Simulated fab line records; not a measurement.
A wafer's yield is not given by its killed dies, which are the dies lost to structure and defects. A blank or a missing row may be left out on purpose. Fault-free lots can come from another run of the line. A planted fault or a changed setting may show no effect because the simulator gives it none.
Which tool is to blame? + flow nand_harc + 72 wafers from 24 lots sampled at 4 of the route's 1159 steps

== WHAT EACH GAUGE READ, for each wafer ==
NHARC_A_ZERO_WELL_CD_MEAS_10: target cd 2000 nm. Usual: 1999.9 nm for cd_nm, sd 1.6.
| lot  | measured     | on        | cd_nm (nm)           | flag |
|------|--------------|-----------|----------------------|------|
| L074 | day 7 10:55  | cd_sem-03 | 2001.2 2000.2 1998.4 |      |
| L076 | day 7 10:09  | cd_sem-01 | 1999.9 1996.4 1999.8 |      |
| L075 | day 7 12:07  | cd_sem-02 | 2000.1 2000.5 2000.5 |      |
| L077 | day 7 11:23  | cd_sem-03 | 1995.9 2000.0 1996.6 |      |
| L078 | day 7 16:51  | cd_sem-01 | 1997.6 1998.8 1999.0 |      |
| L079 | day 7 20:44  | cd_sem-01 | 2000.9 1999.9 1995.9 |      |
| L080 | day 8 02:13  | cd_sem-03 | 1998.8 1999.0 1997.1 |      |
| L081 | day 8 03:12  | cd_sem-03 | 2001.0 2001.2 2000.9 |      |
| L082 | day 8 22:19  | cd_sem-03 | 1997.1 1998.9 1998.7 |      |
| L084 | day 9 03:13  | cd_sem-02 | 2000.9 2000.0 2001.9 |      |
| L083 | day 9 11:02  | cd_sem-01 | 1999.9 1997.4 1998.9 |      |
| L085 | day 9 19:10  | cd_sem-01 | 2002.7 2001.7 2000.6 |      |
| L088 | day 9 20:54  | cd_sem-01 | 2001.3 2002.9 2000.7 |      |
| L086 | day 9 21:10  | cd_sem-01 | 2001.9 2001.8 2001.2 |      |
| L087 | day 10 08:36 | cd_sem-03 | 2002.8 2000.5 2001.5 |      |
| L089 | day 10 13:35 | cd_sem-01 | 2001.9 2002.7 2001.3 |      |
| L090 | day 10 15:41 | cd_sem-01 | 1999.8 1998.7 1998.9 |      |
| L091 | day 11 01:58 | cd_sem-02 | 2000.2 2000.9 1999.3 |      |
| L092 | day 11 02:41 | cd_sem-03 | 1999.8 2001.0 2000.3 |      |
| L093 | day 11 09:44 | cd_sem-03 | 1999.1 2003.8 2000.0 |      |
| L094 | day 11 10:15 | cd_sem-02 | 1998.9 1999.6 2000.8 |      |
| L095 | day 12 03:55 | cd_sem-03 | 2002.2 2002.2 2001.4 |      |
| L096 | day 12 04:40 | cd_sem-02 | 1998.6 2000.7 1996.3 |      |
| L097 | day 12 11:29 | cd_sem-01 | 1997.9 1997.9 1999.9 |      |

== WHICH TOOL RAN EACH LOT (tool, then ch and the chambers of the sampled wafers, then the start) ==
| lot  | NHARC_P_M2_PRE_CLEAN_30                 | NHARC_P_BONDPAD_ETCH_24                       | NHARC_P_BONDPAD_PVD_27                  |
|------|-----------------------------------------|-----------------------------------------------|-----------------------------------------|
| L074 | pvd_sputter-02, day 7 06:40 or earlier  | rie_diel-08 ch 3, day 7 06:40                 | pvd_sputter-01, day 7 10:55 or earlier  |
| L076 | pvd_sputter-03, day 7 10:09 or earlier  | rie_diel-02 ch 0,1, day 7 10:09 or earlier    | pvd_sputter-03, day 7 10:09 or earlier  |
| L075 | pvd_sputter-02, day 7 12:07 or earlier  | rie_diel-07 ch 0,1,2, day 7 12:07 or earlier  | pvd_sputter-03, day 7 12:07 or earlier  |
| L077 | pvd_sputter-01, day 7 07:46 or earlier  | rie_diel-08 ch 0,3, day 7 07:46               | pvd_sputter-01, day 7 11:23 or earlier  |
| L078 | pvd_sputter-01, day 7 16:51 or earlier  | rie_diel-07 ch 1,2,3, day 7 16:51 or earlier  | pvd_sputter-02, day 7 16:51 or earlier  |
| L079 | pvd_sputter-01, day 7 20:44 or earlier  | rie_diel-02 ch 0,3, day 7 20:44 or earlier    | pvd_sputter-03, day 7 20:44 or earlier  |
| L080 | pvd_sputter-03, day 8 02:13 or earlier  | rie_diel-08 ch 0,2, day 8 02:13 or earlier    | pvd_sputter-02, day 8 02:13 or earlier  |
| L081 | pvd_sputter-02, day 8 03:12 or earlier  | rie_diel-07 ch 0,3, day 8 03:12 or earlier    | pvd_sputter-01, day 8 03:12 or earlier  |
| L082 | pvd_sputter-01, day 8 22:19 or earlier  | rie_diel-02 ch 0,1,2, day 8 22:19 or earlier  | pvd_sputter-03, day 8 22:19 or earlier  |
| L084 | pvd_sputter-01, day 9 03:13 or earlier  | rie_diel-08 ch 2,3, day 9 03:13 or earlier    | pvd_sputter-03, day 9 03:13 or earlier  |
| L083 | pvd_sputter-02, day 9 11:02 or earlier  | rie_diel-08 ch 0,1,3, day 9 11:02 or earlier  | pvd_sputter-01, day 9 11:02 or earlier  |
| L085 | pvd_sputter-02, day 9 19:10 or earlier  | rie_diel-02 ch 0,2, day 9 19:10 or earlier    | pvd_sputter-01, day 9 19:10 or earlier  |
| L088 | pvd_sputter-01, day 9 20:54 or earlier  | rie_diel-02 ch 0,2, day 9 20:54 or earlier    | pvd_sputter-01, day 9 20:54 or earlier  |
| L086 | pvd_sputter-03, day 9 21:10 or earlier  | rie_diel-08 ch 0,1,2, day 9 21:10 or earlier  | pvd_sputter-02, day 9 21:10 or earlier  |
| L087 | pvd_sputter-01, day 10 08:36 or earlier | rie_diel-07 ch 0,1,3, day 10 08:36 or earlier | pvd_sputter-03, day 10 08:36 or earlier |
| L089 | pvd_sputter-03, day 10 10:14 or earlier | rie_diel-02 ch 0,1,3, day 10 10:14            | pvd_sputter-03, day 10 13:35 or earlier |
| L090 | pvd_sputter-01, day 10 15:41 or earlier | rie_diel-08 ch 0,1, day 10 15:41 or earlier   | pvd_sputter-02, day 10 15:41 or earlier |
| L091 | pvd_sputter-02, day 11 01:58 or earlier | rie_diel-02 ch 0,1,2, day 11 01:58 or earlier | pvd_sputter-01, day 11 01:58 or earlier |
| L092 | pvd_sputter-02, day 11 02:41 or earlier | rie_diel-07 ch 0,1, day 11 02:41 or earlier   | pvd_sputter-02, day 11 02:41 or earlier |
| L093 | pvd_sputter-02, day 11 09:44 or earlier | rie_diel-07 ch 0,1,2, day 11 09:44 or earlier | pvd_sputter-01, day 11 09:44 or earlier |
| L094 | pvd_sputter-03, day 11 10:15 or earlier | rie_diel-07 ch 0,1,3, day 11 10:15 or earlier | pvd_sputter-02, day 11 10:15 or earlier |
| L095 | pvd_sputter-02, day 12 03:55 or earlier | rie_diel-02 ch 0,1,2, day 12 03:55 or earlier | pvd_sputter-01, day 12 03:55 or earlier |
| L096 | pvd_sputter-03, day 12 04:40 or earlier | rie_diel-02 ch 0,1,2, day 12 04:40 or earlier | pvd_sputter-01, day 12 04:40 or earlier |
| L097 | pvd_sputter-02, day 12 11:29 or earlier | rie_diel-02 ch 0,2,3, day 12 11:29 or earlier | pvd_sputter-03, day 12 11:29 or earlier |
- NHARC_P_M2_PRE_CLEAN_30: time 30 s.
- NHARC_P_BONDPAD_ETCH_24: etches the open film in CF4/N2, target depth 30 nm, time 72.99 s.
- NHARC_P_BONDPAD_PVD_27: deposits Cu, target thk 30 nm, time 20.49 s.

== WHAT THE TOOLS THEMSELVES READ (means of the sampled wafers that have a number; where no wafer has one, the mark that the record gives instead) ==
NHARC_P_M2_PRE_CLEAN_30. Usual: 407 W for heater_power_w, sd 52.
| lot  | tool           | heater_power_w (W) | flag |
|------|----------------|--------------------|------|
| L074 | pvd_sputter-02 | 377                |      |
| L076 | pvd_sputter-03 | 392                |      |
| L075 | pvd_sputter-02 | 388                |      |
| L077 | pvd_sputter-01 | 414                |      |
| L078 | pvd_sputter-01 | 448                |      |
| L079 | pvd_sputter-01 | 441                |      |
| L080 | pvd_sputter-03 | 464                |      |
| L081 | pvd_sputter-02 | 411                |      |
| L082 | pvd_sputter-01 | 446                |      |
| L084 | pvd_sputter-01 | 450                |      |
| L083 | pvd_sputter-02 | 383                |      |
| L085 | pvd_sputter-02 | 396                |      |
| L088 | pvd_sputter-01 | 417                |      |
| L086 | pvd_sputter-03 | 404                |      |
| L087 | pvd_sputter-01 | 458                |      |
| L089 | pvd_sputter-03 | 355                |      |
| L090 | pvd_sputter-01 | 390                |      |
| L091 | pvd_sputter-02 | 382                |      |
| L092 | pvd_sputter-02 | 405                |      |
| L093 | pvd_sputter-02 | 385                |      |
| L094 | pvd_sputter-03 | 416                |      |
| L095 | pvd_sputter-02 | 385                |      |
| L096 | pvd_sputter-03 | 454                |      |
| L097 | pvd_sputter-02 | 387                |      |

NHARC_P_BONDPAD_ETCH_24. Usual: cf4_flow_sccm 50.00 sccm, standard deviation 0.17; drypump_motor_current_A 5.54 A, standard deviation 0.28; oes_product_au 1.000 a.u., standard deviation 0.011; rf_vpp_V 313.8 V, standard deviation 1.9; showerhead_plenum_p_Torr 2.60 Torr, standard deviation 0.1; throttle_valve_pct 19.794 %, standard deviation 0.0081.
| lot  | tool        | cf4_flow_sccm (sccm) | drypump_motor_current_A (A) | oes_product_au (a.u.) | rf_vpp_V (V) | showerhead_plenum_p_Torr (Torr) | throttle_valve_pct (%) | flag |
|------|-------------|----------------------|-----------------------------|-----------------------|--------------|---------------------------------|------------------------|------|
| L074 | rie_diel-08 | 49.86                | 5.56                        | 1.000                 | 311.9        | 2.49                            | 19.802                 |      |
| L076 | rie_diel-02 | 50.06                | 5.41                        | 0.991                 | 315.4        | 2.68                            | 19.793                 |      |
| L075 | rie_diel-07 | 49.96                | 5.78                        | 0.992                 | 315.7        | 2.70                            | 19.791                 |      |
| L077 | rie_diel-08 | 50.05                | 5.62                        | 1.009                 | 311.7        | 2.49                            | 19.796                 |      |
| L078 | rie_diel-07 | 50.10                | 5.62                        | 0.997                 | 314.3        | 2.63                            | 19.799                 |      |
| L079 | rie_diel-02 | 49.90                | 5.59                        | 1.000                 | 313.1        | 2.54                            | 19.789                 |      |
| L080 | rie_diel-08 | 50.07                | 5.84                        | 1.004                 | 312.1        | 2.50                            | 19.796                 |      |
| L081 | rie_diel-07 | 50.01                | 5.62                        | 0.990                 | 317.2        | 2.75                            | 19.795                 |      |
| L082 | rie_diel-02 | 49.77                | 5.28                        | 0.995                 | 313.8        | 2.64                            | 19.794                 |      |
| L084 | rie_diel-08 | 49.99                | 5.70                        | 1.004                 | 312.2        | 2.50                            | 19.791                 |      |
| L083 | rie_diel-08 | 50.07                | 5.62                        | 1.003                 | 312.8        | 2.53                            | 19.794                 |      |
| L085 | rie_diel-02 | 49.98                | 5.50                        | 0.985                 | 314.2        | 2.68                            | 19.794                 |      |
| L088 | rie_diel-02 | 49.93                | 5.52                        | 0.988                 | 314.5        | 2.68                            | 19.787                 |      |
| L086 | rie_diel-08 | 50.01                | 5.76                        | 0.997                 | 312.6        | 2.54                            | 19.791                 |      |
| L087 | rie_diel-07 | 50.04                | 5.57                        | 0.991                 | 314.9        | 2.68                            | 19.790                 |      |
| L089 | rie_diel-02 | 50.03                | 5.38                        | 1.002                 | 313.8        | 2.59                            | 19.790                 |      |
| L090 | rie_diel-08 | 49.95                | 5.66                        | 1.007                 | 312.5        | 2.52                            | 19.802                 |      |
| L091 | rie_diel-02 | 49.96                | 5.29                        | 0.992                 | 314.3        | 2.64                            | 19.792                 |      |
| L092 | rie_diel-07 | 49.98                | 5.70                        | 1.014                 | 315.6        | 2.68                            | 19.786                 |      |
| L093 | rie_diel-07 | 50.17                | 5.79                        | 1.007                 | 315.3        | 2.69                            | 19.792                 |      |
| L094 | rie_diel-07 | 49.98                | 5.59                        | 1.015                 | 314.8        | 2.68                            | 19.797                 |      |
| L095 | rie_diel-02 | 50.03                | 5.31                        | 0.985                 | 315.1        | 2.64                            | 19.796                 |      |
| L096 | rie_diel-02 | 50.06                | 5.27                        | 0.994                 | 314.5        | 2.64                            | 19.795                 |      |
| L097 | rie_diel-02 | 50.10                | 5.48                        | 0.997                 | 313.8        | 2.59                            | 19.788                 |      |

NHARC_P_BONDPAD_PVD_27. Usual: substrate_temp_c 29.99 C, standard deviation 0.11; throttle_valve_pct 30.3 %, standard deviation 0.72.
| lot  | tool           | substrate_temp_c (C) | throttle_valve_pct (%) | flag |
|------|----------------|----------------------|------------------------|------|
| L074 | pvd_sputter-01 | 30.01                | 30.5                   |      |
| L076 | pvd_sputter-03 | 30.03                | 30.2                   |      |
| L075 | pvd_sputter-03 | 29.92                | 30.2                   |      |
| L077 | pvd_sputter-01 | 29.92                | 30.4                   |      |
| L078 | pvd_sputter-02 | 29.92                | 30.3                   |      |
| L079 | pvd_sputter-03 | 29.99                | 29.9                   |      |
| L080 | pvd_sputter-02 | 30.05                | 30.3                   |      |
| L081 | pvd_sputter-01 | 29.98                | 30.8                   |      |
| L082 | pvd_sputter-03 | 30.01                | 29.9                   |      |
| L084 | pvd_sputter-03 | 29.88                | 29.8                   |      |
| L083 | pvd_sputter-01 | 30.01                | 30.8                   |      |
| L085 | pvd_sputter-01 | 29.98                | 30.9                   |      |
| L088 | pvd_sputter-01 | 30.07                | 30.9                   |      |
| L086 | pvd_sputter-02 | 29.99                | 30.0                   |      |
| L087 | pvd_sputter-03 | 30.01                | 30.6                   |      |
| L089 | pvd_sputter-03 | 29.86                | 30.0                   |      |
| L090 | pvd_sputter-02 | 29.99                | 29.8                   |      |
| L091 | pvd_sputter-01 | 29.99                | 31.0                   |      |
| L092 | pvd_sputter-02 | 29.99                | 29.5                   |      |
| L093 | pvd_sputter-01 | 30.04                | 30.8                   |      |
| L094 | pvd_sputter-02 | 29.99                | 29.8                   |      |
| L095 | pvd_sputter-01 | 30.00                | 30.8                   |      |
| L096 | pvd_sputter-01 | 29.93                | 30.9                   |      |
| L097 | pvd_sputter-03 | 29.99                | 30.2                   |      |

== THE ANSWER, worked out from the rows above alone ==
Rule: a lot counts as off when the mean over its wafers that have a number is more than 3 standard deviations away from the usual mean. Also off: a lot with no number at a reading for which 4 or more lots have one. All remaining lots with rows at the step are treated as sound. The gauges are gone through in route order, then the tools' own readings, and for those a lot's mean is taken as printed above. At the first step where some lot is off, the reading lying furthest off is the one used; lots without a number count as furthest.
No lot is off at any reading shown: from this, nothing can be told.

== WHAT HAD BEEN PUT IN BY THE SIMULATOR ==
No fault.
